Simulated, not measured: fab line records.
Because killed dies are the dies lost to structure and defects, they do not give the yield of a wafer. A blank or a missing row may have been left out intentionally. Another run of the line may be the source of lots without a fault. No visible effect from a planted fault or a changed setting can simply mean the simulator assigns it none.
Which tool did it?    flow nand harc    13 lots with 39 wafers sampled at 3 steps, on a route of 1302 steps

WHAT EACH GAUGE READ, for each wafer
NHARC_A_M0_INSPECT_27. Usual: raw defect count at 528, with a standard deviation of 120.
lot   measured      on                 raw defect count  flag
L304  day 22 21:32  defect inspect-01  621 466 526       
L303  day 22 22:38  defect inspect-02  456 378 476       
L305  day 24 03:57  defect inspect-01  419 464 632       
L307  day 24 07:13  defect inspect-01  528 601 654       
L308  day 24 23:31  defect inspect-02  482 505 398       
L310  day 25 23:35  defect inspect-02  438 481 428       
L311  day 26 00:56  defect inspect-01  690 624 812       
L309  day 26 02:58  defect inspect-02  441 362 409       
L312  day 26 16:29  defect inspect-02  486 544 382       
L314  day 27 20:12  defect inspect-02  510 478 465       
L313  day 28 14:42  defect inspect-01  726 836 663       
L321  day 30 09:32  defect inspect-02  626 413 443       
L324  day 31 17:03  defect inspect-02  554 606 381       

NHARC_A_M1_INSPECT_11. Usual: raw defect count at 81, with a standard deviation of 37.
lot   measured      on                 raw defect count  flag
L304  day 22 23:04  defect inspect-01  27 16 23          
L303  day 23 00:09  defect inspect-01  93 99 107         
L305  day 24 05:40  defect inspect-02  78 78 69          
L307  day 24 09:22  defect inspect-02  118 136 123       
L308  day 25 01:34  defect inspect-02  87 80 64          
L310  day 26 01:01  defect inspect-02  99 92 82          
L311  day 26 02:25  defect inspect-01  122 119 136       
L309  day 26 05:40  defect inspect-02  61 63 81          
L312  day 26 17:53  defect inspect-02  44 36 38          
L314  day 27 21:51  defect inspect-01  78 63 72          
L313  day 28 16:16  defect inspect-02  142 149 146       
L321  day 30 10:54  defect inspect-02  105 117 127       
L324  day 31 18:40  defect inspect-01  77 69 68          

EACH LOT AND THE TOOL THAT RAN IT (in order: tool; ch and the chambers of the sampled wafers; start)
lot   NHARC_A_M0_PVD_21
L304  pvd sputter-01, day 22 21:32 or earlier
L303  pvd sputter-03, day 22 22:38 or earlier
L305  pvd sputter-03, day 24 03:57 or earlier
L307  pvd sputter-01, day 24 07:13 or earlier
L308  pvd sputter-01, day 24 23:31 or earlier
L310  pvd sputter-01, day 25 23:35 or earlier
L311  pvd sputter-03, day 26 00:56 or earlier
L309  pvd sputter-01, day 26 02:58 or earlier
L312  pvd sputter-02, day 26 16:29 or earlier
L314  pvd sputter-03, day 27 20:12 or earlier
L313  pvd sputter-01, day 28 14:42 or earlier
L321  pvd sputter-02, day 30 09:32 or earlier
L324  pvd sputter-03, day 31 17:03 or earlier
- NHARC_A_M0_PVD_21: deposits Cu, target thk 30 nm, time 20.49 s.

AS READ BY THE TOOLS THEMSELVES (means over the sampled wafers that have a number; for cases with no such wafer, the mark the record gives instead)
NHARC_A_M0_PVD_21. Usual: throttle valve pct at 29.8 %, with a standard deviation of 0.65.
lot   tool            throttle valve pct (%)  flag
L304  pvd sputter-01  30.2                    
L303  pvd sputter-03  30.3                    
L305  pvd sputter-03  29.8                    
L307  pvd sputter-01  30.3                    
L308  pvd sputter-01  30.1                    
L310  pvd sputter-01  30.9                    
L311  pvd sputter-03  29.9                    
L309  pvd sputter-01  31.0                    
L312  pvd sputter-02  29.7                    
L314  pvd sputter-03  29.8                    
L313  pvd sputter-01  31.0                    
L321  pvd sputter-02  29.4                    
L324  pvd sputter-03  30.0                    

THE ANSWER, worked out from the rows above alone
Rule: a lot counts as off when the mean over its wafers that have a number is more than 3 standard deviations away from the usual mean. A lot without any number at a reading at which 4 lots or more have one is off too. Any other lot the step has rows for is counted as sound. The gauges are gone through in route order, then the tools' own readings, and for those a lot's mean is taken as printed above. At the first step where some lot is off, the reading lying furthest off is the one used; lots without a number count as furthest.
No lot is off at any reading shown: from this, nothing can be told.

WHAT WAS PUT IN BY THE SIMULATOR
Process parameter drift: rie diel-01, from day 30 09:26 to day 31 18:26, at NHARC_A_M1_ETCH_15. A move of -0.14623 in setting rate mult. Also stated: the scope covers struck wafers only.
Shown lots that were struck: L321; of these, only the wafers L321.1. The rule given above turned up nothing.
